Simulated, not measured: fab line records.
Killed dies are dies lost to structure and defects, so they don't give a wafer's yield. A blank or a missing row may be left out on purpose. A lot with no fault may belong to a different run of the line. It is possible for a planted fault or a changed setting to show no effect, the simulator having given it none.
Chamber matching || flow n5 finfet || rie diel-06 running N5_DUMMY_GATE_ETCH_29: 4 sister chambers
The step etches underlayer in N2/H2, target depth 13 nm. 4 wafers are shown with their chamber, then 7 later ones without.

== EACH WAFER AND ITS CHAMBER ==
{"wafer": "L820.4", "chamber": 2, "drypump motor current A (A)": 5.54}
{"wafer": "L822.2", "chamber": 1, "drypump motor current A (A)": 5.96}
{"wafer": "L822.3", "chamber": 3, "drypump motor current A (A)": 5.77}
{"wafer": "L822.4", "chamber": 0, "drypump motor current A (A)": 5.85}

== WAFERS WITHOUT THEIR CHAMBER ==
{"wafer": "L821.1", "drypump motor current A (A)": 5.52}
{"wafer": "L821.4", "drypump motor current A (A)": 5.86}
{"wafer": "L821.5", "drypump motor current A (A)": 5.90}
{"wafer": "L826.4", "drypump motor current A (A)": 5.76}
{"wafer": "L826.6", "drypump motor current A (A)": 5.53}
{"wafer": "L828.1", "drypump motor current A (A)": 5.92}
{"wafer": "L828.2", "drypump motor current A (A)": 5.83}

== CHAMBER TAKEN BY EACH ==
{"wafer": "L821.1", "from the rows above": 2, "in truth": 2}
{"wafer": "L821.4", "from the rows above": 0, "in truth": 0}
{"wafer": "L821.5", "from the rows above": "can't be placed: 0 or 1", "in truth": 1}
{"wafer": "L826.4", "from the rows above": 3, "in truth": 3}
{"wafer": "L826.6", "from the rows above": 2, "in truth": 2}
{"wafer": "L828.1", "from the rows above": "can't be placed: 1 or 0", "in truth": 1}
{"wafer": "L828.2", "from the rows above": "can't be placed: 0 or 3", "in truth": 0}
4 of 7 placed correctly. These rows do not allow placing 3 (true chamber among the candidates in 3). Number placed wrongly: 0.
How it was worked out, from the rows above alone: a wafer's distance from a chamber is the root of the sum, over the readings, of the square of ((its reading less the chamber's mean) divided by the reading's scatter). The wafer belongs to the nearest chamber; if the next one is less than 2 further off, it can't be placed. For every chamber, the mean is computed from those of its wafers that are shown. The scatter: with one shown wafer a chamber, the root of the mean of the squares of how far each hidden wafer lies from its nearest shown one.
